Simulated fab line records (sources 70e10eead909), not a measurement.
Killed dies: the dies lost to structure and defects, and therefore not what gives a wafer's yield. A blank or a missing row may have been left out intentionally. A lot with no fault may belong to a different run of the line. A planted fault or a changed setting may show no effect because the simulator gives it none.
fab line records	flow nand_harc	part 1 of 2: steps 1 to 14 of 25
record: lots: 5	wafers: 15	last_day: 23
route steps=1159 shown A_STAIRCASE@613
lots that met no fault: from a run of the same line without faults
start_h: start of the lot's first displayed wafer, in hours after the record's first day	wait_h: time in hours since the lot's previous step	" repeats the value in the row above	L1.1+2: several wafers, shown together as one row	- no value present, or no start provided	* or withheld: withheld	< > ~ a bound
route shown NAME@n: names a module that has steps shown in the file, with the first one's number in the route	usual: mean/standard deviation of fault-free wafers	same: alike in all rows	chamber/n: place in a boat	sites: the reading at each site	_std_site: standard deviation of those values	_edge_site: inner sites' mean taken away from outer sites' mean	radius_mm: how far each site lies from the wafer's centre	mask NAME#n: copy n	behind: the most recent tool/chamber to have shaped the wafer	hold: reason for holding the lot/hours on hold/outcome of the hold	device: which transistor (n, p or np) failed to switch	end of line: tests run on the same wafers once the route is complete	a step without rows: its recipe alone	killed: not the wafer's yield, but the dies lost to structure and defects at the first sort	map: dies across one wafer; x = killed, . = not, _ = none there
set.NAME: the setting as run; set.NAME@STEP: as run at that earlier step	model.NAME: the simulator's own value behind a step, which no gauge read
lots seen at some steps along the route; tables by step, rows by wafer
services: the hour from which a tool's chamber was out of use, counted from the record's first day as start_h (under 0 if before that day), plus the number of hours and why
== steps ==
step: NHARC_A_STAIRCASE_DESCUM_219
recipe: time_s: 3	o2_flow_sccm: 200	ar_flow_sccm: 0	bias_power_w: 0	chemistry: O2
usual: drypump_motor_current_A: 5.8/0.42	oes_product_au: 1.005/0.015	rf_vpp_V: 57.9/1	showerhead_plenum_p_Torr: 1.93/0.11	throttle_valve_pct: 11.311/0.0097
lot.wafer	tool	chamber	start_h	wait_h	drypump_motor_current_A	oes_product_au	rf_hours_counter_h	rf_vpp_V	showerhead_plenum_p_Torr	throttle_valve_pct
L076.4	rie_diel-12	1	267.16	-	6.0	1.015	17	56.5	1.85	11.307
L076.2	"	0	"	"	5.1	0.997	22	57.3	2.07	11.324
L076.5	"	1	"	"	6.1	1.017	-	56.2	1.85	11.310
L083.4	rie_diel-01	2	298.50	-	5.6	0.974	53	58.7	2.08	11.311
L083.3	"	3	"	"	6.1	1.003	60	58.0	1.83	11.306
L083.5	"	1	"	"	5.9	0.976	-	57.2	1.87	11.308
L087.3	rie_diel-13	1	324.39	-	5.3	1.004	15	57.2	1.99	11.310
L087.1	"	3	"	"	6.3	1.009	19	58.9	1.99	11.289
L087.2	"	0	"	"	5.5	1.025	19	59.5	2.05	11.320
L088.1	rie_diel-13	3	331.06	-	6.3	1.001	21	57.7	1.99	11.321
L088.3	"	2	"	"	6.5	1.024	17	56.7	1.78	11.299
L088.6	"	3	"	"	6.3	1.009	-	58.7	1.99	11.320
L094.1	rie_diel-13	0	354.14	-	5.4	1.007	30	58.4	2.04	11.306
L094.2	"	1	"	"	5.3	1.008	26	59.0	1.99	11.319
L094.3	"	2	"	"	6.4	1.004	26	60.4	1.77	11.306
step: NHARC_A_STAIRCASE_TRIM_220
recipe: time_s: 211.2	o2_flow_sccm: 500	ar_flow_sccm: 0	bias_w: 0	chemistry: O2
usual: drypump_motor_current_A: 5.9/0.44	oes_product_au: 1.003/0.014	rf_vpp_V: 57.8/0.99	showerhead_plenum_p_Torr: 3.55/0.2	throttle_valve_pct: 17.037/0.009
lot.wafer	tool	chamber	start_h	wait_h	drypump_motor_current_A	oes_product_au	rf_hours_counter_h	rf_vpp_V	showerhead_plenum_p_Torr	throttle_valve_pct
L076.2	rie_diel-12	0	267.29	0.1	5.2	0.992	22	58.5	3.80	17.022
L076.4	"	1	"	"	6.1	1.017	17	58.3	3.42	17.034
L076.5	"	3	"	"	6.0	1.008	-	56.1	3.32	17.046
L083.3	rie_diel-01	2	298.59	0.1	5.7	0.976	53	58.0	3.81	17.027
L083.4	"	3	"	"	6.1	1.001	60	56.6	3.39	17.037
L083.5	"	2	"	"	5.7	0.985	-	58.4	3.81	17.025
L087.2	rie_diel-13	0	324.53	0.1	5.5	1.011	19	58.8	3.76	17.043
L087.1	"	2	"	"	6.5	1.012	16	57.9	3.29	17.026
L087.3	"	3	"	"	6.3	0.998	20	57.9	3.66	17.040
L088.3	rie_diel-13	2	331.16	0.1	6.5	1.020	17	57.0	3.29	17.033
L088.1	"	3	"	"	6.3	0.999	21	57.8	3.66	17.043
L088.6	"	1	"	"	5.3	1.002	-	59.1	3.66	17.053
L094.1	rie_diel-13	2	355.61	1.5	6.5	1.014	28	57.9	3.28	17.047
L094.2	"	3	"	"	6.3	1.013	33	58.8	3.66	17.039
L094.3	"	0	"	"	5.5	1.005	31	58.2	3.75	17.032
step: NHARC_A_STAIRCASE_ETCH_221
recipe: target_depth_a: 1000	time_s: 40.5	ion_energy_ev: 400	c4f8_flow_sccm: 20	o2_flow_sccm: 10	ar_flow_sccm: withheld	rf_w: 600	bias_w: 1000	chemistry: C4F8/O2
usual: oes_product_au: 0.943/0.017	rf_fwd_power_W: 592.4/2.9	rf_vpp_V: 897/7.2
lot.wafer	tool	chamber	start_h	wait_h	oes_product_au	rf_fwd_power_W	rf_hours_counter_h	rf_vpp_V
L076.4	rie_diel-12	0	-	-	0.935	596.3	22	906
L076.2	"	1	"	"	0.950	591.4	17	892
L076.5	"	3	"	"	0.947	593.1	-	888
L083.3	rie_diel-01	3	-	-	0.973	597.3	60	891
L083.4	"	0	"	"	0.968	592.4	49	885
L083.5	"	2	"	"	0.896	593.2	-	904
L087.2	rie_diel-13	1	-	-	0.928	598.2	15	902
L087.3	"	2	"	"	0.949	591.2	16	887
L087.1	"	3	"	"	0.935	588.8	20	902
L088.1	rie_diel-13	2	-	-	0.972	587.0	17	887
L088.3	"	3	"	"	0.943	595.2	21	901
L088.6	"	3	"	"	0.952	592.6	-	902
L094.3	rie_diel-13	3	-	-	0.946	594.4	33	899
L094.2	"	0	"	"	0.952	595.8	31	904
L094.1	"	1	"	"	0.946	592.3	27	902
step: NHARC_A_STAIRCASE_TRIM_222
recipe: time_s: 211.2	o2_flow_sccm: 500	ar_flow_sccm: 0	bias_w: 0	chemistry: O2
usual: drypump_motor_current_A: 5.9/0.43	oes_product_au: 1.004/0.013	rf_vpp_V: 57.8/1	showerhead_plenum_p_Torr: 3.56/0.2	throttle_valve_pct: 17.037/0.0075
lot.wafer	tool	chamber	start_h	wait_h	drypump_motor_current_A	oes_product_au	rf_hours_counter_h	rf_vpp_V	showerhead_plenum_p_Torr	throttle_valve_pct
L076.4	rie_diel-12	3	-	-	5.9	1.017	21	55.9	3.32	17.041
L076.2	"	0	"	"	5.1	1.003	23	59.6	3.79	17.035
L076.5	"	1	"	"	6.1	1.022	-	58.0	3.42	17.030
L083.3	rie_diel-01	3	-	-	6.1	1.019	60	58.2	3.39	17.032
L083.4	"	0	"	"	5.4	1.012	49	56.6	3.28	17.041
L083.5	"	3	"	"	6.1	1.004	-	57.8	3.39	17.046
L087.1	rie_diel-13	1	-	-	5.3	0.998	15	57.6	3.66	17.040
L087.3	"	2	"	"	6.5	1.012	16	57.7	3.29	17.032
L087.2	"	3	"	"	6.3	1.001	20	58.3	3.66	17.037
L088.1	rie_diel-13	1	-	-	5.3	0.997	17	56.5	3.66	17.021
L088.3	"	3	"	"	6.3	1.000	21	59.9	3.66	17.029
L088.6	"	0	"	"	5.5	1.016	-	57.7	3.76	17.034
L094.2	rie_diel-13	1	-	-	5.3	1.010	27	57.6	3.66	17.039
L094.3	"	2	"	"	6.5	1.011	28	57.8	3.28	17.045
L094.1	"	0	"	"	5.5	1.008	31	57.9	3.75	17.050
step: NHARC_A_STAIRCASE_ETCH_223
recipe: target_depth_a: 1000	time_s: 40.5	ion_energy_ev: 400	c4f8_flow_sccm: 20	o2_flow_sccm: 10	ar_flow_sccm: withheld	rf_w: 600	bias_w: 1000	chemistry: C4F8/O2
usual: oes_product_au: 0.944/0.014	rf_fwd_power_W: 592.3/2.8	rf_vpp_V: 897/7.2
lot.wafer	tool	chamber	start_h	wait_h	oes_product_au	rf_fwd_power_W	rf_hours_counter_h	rf_vpp_V
L076.2	rie_diel-12	0	-	-	0.935	593.9	23	906
L076.4	"	3	"	"	0.938	593.0	22	888
L076.5	"	0	"	"	0.923	596.2	-	905
L083.4	rie_diel-01	1	-	-	0.913	581.2	55	894
L083.3	"	0	"	"	0.952	590.4	49	886
L083.5	"	1	"	"	0.920	587.0	-	894
L087.3	rie_diel-13	3	-	-	0.945	589.9	20	901
L087.2	"	0	"	"	0.957	595.2	19	904
L087.1	"	1	"	"	0.931	592.1	15	900
L088.1	rie_diel-13	0	-	-	0.951	597.7	21	905
L088.3	"	3	"	"	0.961	594.0	21	901
L088.6	"	0	"	"	0.967	596.0	-	905
L094.1	rie_diel-13	1	-	-	0.948	588.9	27	900
L094.2	"	3	"	"	0.955	592.5	33	901
L094.3	"	0	"	"	0.952	594.6	31	903
step: NHARC_A_STAIRCASE_TRIM_224
recipe: time_s: 211.2	o2_flow_sccm: 500	ar_flow_sccm: 0	bias_w: 0	chemistry: O2
usual: drypump_motor_current_A: 5.8/0.44	oes_product_au: 1.004/0.014	rf_vpp_V: 57.9/0.97	showerhead_plenum_p_Torr: 3.55/0.2	throttle_valve_pct: 17.036/0.0087
lot.wafer	tool	chamber	start_h	wait_h	drypump_motor_current_A	oes_product_au	rf_hours_counter_h	rf_vpp_V	showerhead_plenum_p_Torr	throttle_valve_pct
L076.4	rie_diel-12	3	-	-	5.9	1.016	22	56.8	3.32	17.036
L076.2	"	2	"	"	6.2	1.001	20	57.6	3.32	17.029
L076.5	"	3	"	"	5.9	1.004	-	57.7	3.32	17.026
L083.4	rie_diel-01	1	-	-	5.9	0.973	56	57.4	3.45	17.041
L083.3	"	2	"	"	5.6	0.969	54	59.5	3.81	17.035
L083.5	"	0	"	"	5.4	1.013	-	56.9	3.28	17.023
L087.1	rie_diel-13	1	-	-	5.3	1.002	15	59.1	3.66	17.036
L087.3	"	2	"	"	6.5	1.023	16	57.4	3.29	17.021
L087.2	"	0	"	"	5.5	1.010	19	58.3	3.76	17.041
L088.3	rie_diel-13	1	-	-	5.3	1.002	17	58.7	3.66	17.048
L088.1	"	0	"	"	5.5	1.013	21	59.6	3.76	17.033
L088.6	"	2	"	"	6.4	1.021	-	56.4	3.29	17.039
L094.3	rie_diel-13	2	-	-	6.5	1.018	28	59.0	3.29	17.032
L094.1	"	3	"	"	6.3	1.011	33	58.6	3.66	17.029
L094.2	"	0	"	"	5.5	1.016	31	57.5	3.75	17.035
step: NHARC_A_STAIRCASE_ETCH_225
recipe: target_depth_a: 1000	time_s: 40.5	ion_energy_ev: 400	c4f8_flow_sccm: 20	o2_flow_sccm: 10	ar_flow_sccm: withheld	rf_w: 600	bias_w: 1000	chemistry: C4F8/O2
usual: oes_product_au: 0.944/0.016	rf_fwd_power_W: 592.1/2.6	rf_vpp_V: 897/7.3
lot.wafer	tool	chamber	start_h	wait_h	oes_product_au	rf_fwd_power_W	rf_hours_counter_h	rf_vpp_V
L076.2	rie_diel-12	2	-	-	0.934	587.8	20	888
L076.4	"	3	"	"	0.933	592.6	22	889
L076.5	"	2	"	"	0.943	587.6	-	888
L083.3	rie_diel-01	2	-	-	0.931	594.4	54	907
L083.4	"	0	"	"	0.954	594.1	49	886
L083.5	"	2	"	"	0.930	593.4	-	905
L087.1	rie_diel-13	2	-	-	0.953	594.0	16	887
L087.3	"	0	"	"	0.957	596.6	19	903
L087.2	"	1	"	"	0.937	590.9	15	901
L088.1	rie_diel-13	1	-	-	0.942	590.7	17	901
L088.3	"	2	"	"	0.960	593.7	17	887
L088.6	"	1	"	"	0.946	592.7	-	901
L094.3	rie_diel-13	0	-	-	0.960	596.0	31	904
L094.2	"	1	"	"	0.956	590.2	27	900
L094.1	"	2	"	"	0.956	586.3	28	887
step: NHARC_A_STAIRCASE_TRIM_226
recipe: time_s: 211.2	o2_flow_sccm: 500	ar_flow_sccm: 0	bias_w: 0	chemistry: O2
usual: drypump_motor_current_A: 5.8/0.43	oes_product_au: 1.005/0.015	rf_vpp_V: 57.9/0.91	showerhead_plenum_p_Torr: 3.56/0.2	throttle_valve_pct: 17.036/0.0081
lot.wafer	tool	chamber	start_h	wait_h	drypump_motor_current_A	oes_product_au	rf_hours_counter_h	rf_vpp_V	showerhead_plenum_p_Torr	throttle_valve_pct
L076.2	rie_diel-12	0	-	-	5.2	0.994	24	57.3	3.79	17.047
L076.4	"	3	"	"	6.0	1.006	22	57.8	3.32	17.037
L076.5	"	1	"	"	6.0	1.017	-	58.2	3.42	17.047
L083.4	rie_diel-01	3	-	-	6.1	1.008	61	56.9	3.39	17.044
L083.3	"	1	"	"	5.9	0.975	56	57.6	3.45	17.044
L083.5	"	0	"	"	5.4	0.997	-	57.2	3.28	17.037
L087.1	rie_diel-13	0	-	-	5.5	1.020	19	58.9	3.76	17.031
L087.3	"	1	"	"	5.3	1.005	16	58.1	3.66	17.043
L087.2	"	3	"	"	6.3	1.010	20	57.4	3.66	17.044
L088.3	rie_diel-13	2	-	-	6.5	1.029	18	57.9	3.29	17.036
L088.1	"	3	"	"	6.3	1.006	21	58.4	3.66	17.029
L088.6	"	1	"	"	5.3	1.012	-	57.9	3.66	17.035
L094.3	rie_diel-13	2	-	-	6.4	1.014	28	58.0	3.28	17.043
L094.2	"	3	"	"	6.3	0.996	33	58.7	3.66	17.029
L094.1	"	1	"	"	5.3	1.008	27	58.6	3.66	17.025
step: NHARC_A_STAIRCASE_ETCH_227
recipe: target_depth_a: 1000	time_s: 40.5	ion_energy_ev: 400	c4f8_flow_sccm: 20	o2_flow_sccm: 10	ar_flow_sccm: withheld	rf_w: 600	bias_w: 1000	chemistry: C4F8/O2
usual: oes_product_au: 0.944/0.014	rf_fwd_power_W: 592.8/2.5	rf_vpp_V: 897/7.3
lot.wafer	tool	chamber	start_h	wait_h	oes_product_au	rf_fwd_power_W	rf_hours_counter_h	rf_vpp_V
L076.2	rie_diel-12	1	-	-	0.950	592.1	18	893
L076.4	"	0	"	"	0.933	598.7	25	907
L076.5	"	1	"	"	0.954	591.9	-	892
L083.3	rie_diel-01	1	-	-	0.933	587.0	56	893
L083.4	"	2	"	"	0.943	592.7	54	906
L083.5	"	0	"	"	0.940	589.8	-	886
L087.3	rie_diel-13	3	-	-	0.952	592.6	20	899
L087.1	"	1	"	"	0.932	591.9	16	902
L087.2	"	2	"	"	0.960	592.4	16	886
L088.3	rie_diel-13	1	-	-	0.950	592.5	17	901
L088.1	"	3	"	"	0.954	592.9	21	901
L088.6	"	1	"	"	0.957	591.5	-	899
L094.2	rie_diel-13	3	-	-	0.946	591.3	33	902
L094.1	"	0	"	"	0.962	594.5	31	903
L094.3	"	2	"	"	0.954	594.3	29	886
step: NHARC_A_STAIRCASE_TRIM_229
recipe: time_s: 211.2	o2_flow_sccm: 500	ar_flow_sccm: 0	bias_w: 0	chemistry: O2
usual: drypump_motor_current_A: 5.8/0.4	oes_product_au: 1.002/0.014	rf_vpp_V: 57.8/0.86	showerhead_plenum_p_Torr: 3.50/0.2	throttle_valve_pct: 17.036/0.0095
lot.wafer	tool	chamber	start_h	wait_h	drypump_motor_current_A	oes_product_au	rf_hours_counter_h	rf_vpp_V	showerhead_plenum_p_Torr	throttle_valve_pct
L076.4	rie_diel-12	1	269.81	0.1	6.0	1.026	18	58.8	3.42	17.018
L076.2	"	2	"	"	6.2	1.009	21	57.1	3.32	17.022
L076.5	"	0	"	"	5.2	0.997	-	57.7	3.79	17.039
L083.3	rie_diel-01	1	300.02	0.1	5.9	0.964	56	58.8	3.45	17.043
L083.4	"	2	"	"	5.6	0.977	54	59.2	3.81	17.033
L083.5	"	3	"	"	6.1	0.980	-	58.6	3.39	17.030
L087.2	rie_diel-01	3	325.67	0.1	6.1	0.993	0	57.0	3.38	17.061
L087.3	"	0	"	"	5.4	0.999	0	59.3	3.81	17.027
L087.1	"	2	"	"	5.7	1.004	0	58.5	3.80	17.034
L088.3	rie_diel-01	2	332.25	0.1	5.7	0.999	1	58.0	3.80	17.032
L088.1	"	3	"	"	6.1	0.978	1	58.7	3.38	17.043
L088.6	"	2	"	"	5.7	0.990	-	56.9	3.80	17.041
L094.3	rie_diel-13	3	356.64	0.1	6.3	1.005	33	58.3	3.66	17.039
L094.2	"	0	"	"	5.5	1.001	31	58.1	3.75	17.031
L094.1	"	1	"	"	5.3	1.000	27	56.9	3.66	17.032
step: NHARC_A_STAIRCASE_ETCH_230
recipe: target_depth_a: 1000	time_s: 40.5	ion_energy_ev: 400	c4f8_flow_sccm: 20	o2_flow_sccm: 10	ar_flow_sccm: withheld	rf_w: 600	bias_w: 1000	chemistry: C4F8/O2
usual: oes_product_au: 0.952/0.019	rf_fwd_power_W: 592.9/2.8	rf_vpp_V: 896/7.3
lot.wafer	tool	chamber	start_h	wait_h	oes_product_au	rf_fwd_power_W	rf_hours_counter_h	rf_vpp_V
L076.2	rie_diel-12	3	-	-	0.954	590.6	23	890
L076.4	"	0	"	"	0.933	596.3	25	905
L076.5	"	1	"	"	0.960	594.0	-	893
L083.3	rie_diel-01	1	-	-	0.931	588.2	56	892
L083.4	"	3	"	"	0.946	596.7	61	890
L083.5	"	2	"	"	0.943	593.0	-	907
L087.1	rie_diel-01	3	-	-	0.949	596.2	0	892
L087.3	"	1	"	"	0.960	584.7	0	894
L087.2	"	2	"	"	0.981	595.7	0	906
L088.3	rie_diel-01	3	-	-	0.964	593.2	1	891
L088.1	"	2	"	"	0.963	596.5	1	906
L088.6	"	3	"	"	0.977	592.5	-	890
L094.3	rie_diel-13	1	-	-	0.963	593.0	27	902
L094.1	"	2	"	"	0.942	590.4	29	888
L094.2	"	3	"	"	0.943	591.4	33	900
step: NHARC_A_STAIRCASE_TRIM_231
recipe: time_s: 211.2	o2_flow_sccm: 500	ar_flow_sccm: 0	bias_w: 0	chemistry: O2
usual: drypump_motor_current_A: 5.8/0.38	oes_product_au: 1.001/0.015	rf_vpp_V: 57.8/0.95	showerhead_plenum_p_Torr: 3.51/0.2	throttle_valve_pct: 17.037/0.0092
lot.wafer	tool	chamber	start_h	wait_h	drypump_motor_current_A	oes_product_au	rf_hours_counter_h	rf_vpp_V	showerhead_plenum_p_Torr	throttle_valve_pct
L076.2	rie_diel-12	0	-	-	5.2	0.995	25	59.5	3.79	17.027
L076.4	"	1	"	"	6.1	1.011	19	57.1	3.42	17.036
L076.5	"	0	"	"	5.2	0.983	-	57.5	3.79	17.045
L083.3	rie_diel-01	1	-	-	5.9	0.978	56	57.3	3.45	17.047
L083.4	"	0	"	"	5.4	1.009	50	57.3	3.28	17.030
L083.5	"	1	"	"	5.9	0.974	-	56.4	3.45	17.040
L087.2	rie_diel-01	1	-	-	5.9	0.988	0	56.8	3.44	17.032
L087.1	"	2	"	"	5.6	1.008	0	58.1	3.80	17.036
L087.3	"	3	"	"	6.1	0.991	0	59.4	3.38	17.045
L088.1	rie_diel-01	1	-	-	5.9	0.986	2	56.1	3.44	17.035
L088.3	"	2	"	"	5.7	0.994	2	59.2	3.80	17.043
L088.6	"	1	"	"	5.9	0.977	-	57.7	3.44	17.022
L094.3	rie_diel-13	0	-	-	5.5	1.007	32	56.6	3.75	17.033
L094.1	"	1	"	"	5.3	1.018	27	59.7	3.66	17.030
L094.2	"	3	"	"	6.3	1.015	33	58.8	3.66	17.055
step: NHARC_A_STAIRCASE_ETCH_232
recipe: target_depth_a: 1000	time_s: 40.5	ion_energy_ev: 400	c4f8_flow_sccm: 20	o2_flow_sccm: 10	ar_flow_sccm: withheld	rf_w: 600	bias_w: 1000	chemistry: C4F8/O2
usual: oes_product_au: 0.947/0.015	rf_fwd_power_W: 592.2/2.6	rf_vpp_V: 895/7.4
lot.wafer	tool	chamber	start_h	wait_h	oes_product_au	rf_fwd_power_W	rf_hours_counter_h	rf_vpp_V
L076.4	rie_diel-12	2	-	-	0.959	589.5	21	890
L076.2	"	1	"	"	0.972	593.3	19	892
L076.5	"	3	"	"	0.952	590.3	-	888
L083.3	rie_diel-01	0	-	-	0.962	590.2	50	887
L083.4	"	3	"	"	0.954	589.8	61	892
L083.5	"	1	"	"	0.925	586.4	-	893
L087.3	rie_diel-01	1	-	-	0.945	588.2	0	894
L087.2	"	2	"	"	0.967	597.2	0	907
L087.1	"	3	"	"	0.949	590.9	0	892
L088.1	rie_diel-01	0	-	-	0.964	591.2	2	905
L088.3	"	2	"	"	0.954	593.2	2	905
L088.6	"	1	"	"	0.938	588.0	-	893
L094.2	rie_diel-13	2	-	-	0.961	590.5	29	889
L094.1	"	0	"	"	0.947	596.3	32	904
L094.3	"	1	"	"	0.951	591.7	27	901
step: NHARC_A_STAIRCASE_TRIM_233
recipe: time_s: 211.2	o2_flow_sccm: 500	ar_flow_sccm: 0	bias_w: 0	chemistry: O2
usual: drypump_motor_current_A: 5.8/0.39	oes_product_au: 1.000/0.014	rf_vpp_V: 57.7/0.97	showerhead_plenum_p_Torr: 3.51/0.2	throttle_valve_pct: 17.036/0.009
lot.wafer	tool	chamber	start_h	wait_h	drypump_motor_current_A	oes_product_au	rf_hours_counter_h	rf_vpp_V	showerhead_plenum_p_Torr	throttle_valve_pct
L076.2	rie_diel-12	0	-	-	5.1	0.997	25	57.6	3.79	17.031
L076.4	"	2	"	"	6.2	1.002	21	57.8	3.32	17.034
L076.5	"	0	"	"	5.2	0.990	-	57.3	3.79	17.032
L083.3	rie_diel-01	1	-	-	5.9	0.968	56	57.0	3.45	17.036
L083.4	"	3	"	"	6.1	1.001	61	56.8	3.39	17.018
L083.5	"	1	"	"	5.9	0.968	-	57.9	3.45	17.045
L087.2	rie_diel-01	3	-	-	6.1	0.981	0	57.4	3.38	17.044
L087.1	"	0	"	"	5.4	0.991	0	58.0	3.81	17.037
L087.3	"	1	"	"	5.9	0.975	0	54.3	3.44	17.028
L088.3	rie_diel-01	3	-	-	6.1	0.978	2	58.1	3.38	17.033
L088.1	"	0	"	"	5.4	0.996	2	59.2	3.81	17.030
L088.6	"	1	"	"	5.9	0.980	-	58.7	3.44	17.041
L094.3	rie_diel-13	0	-	-	5.5	1.010	32	58.2	3.75	17.040
L094.2	"	1	"	"	5.3	1.008	27	57.7	3.66	17.039
L094.1	"	2	"	"	6.4	1.005	29	57.8	3.28	17.031
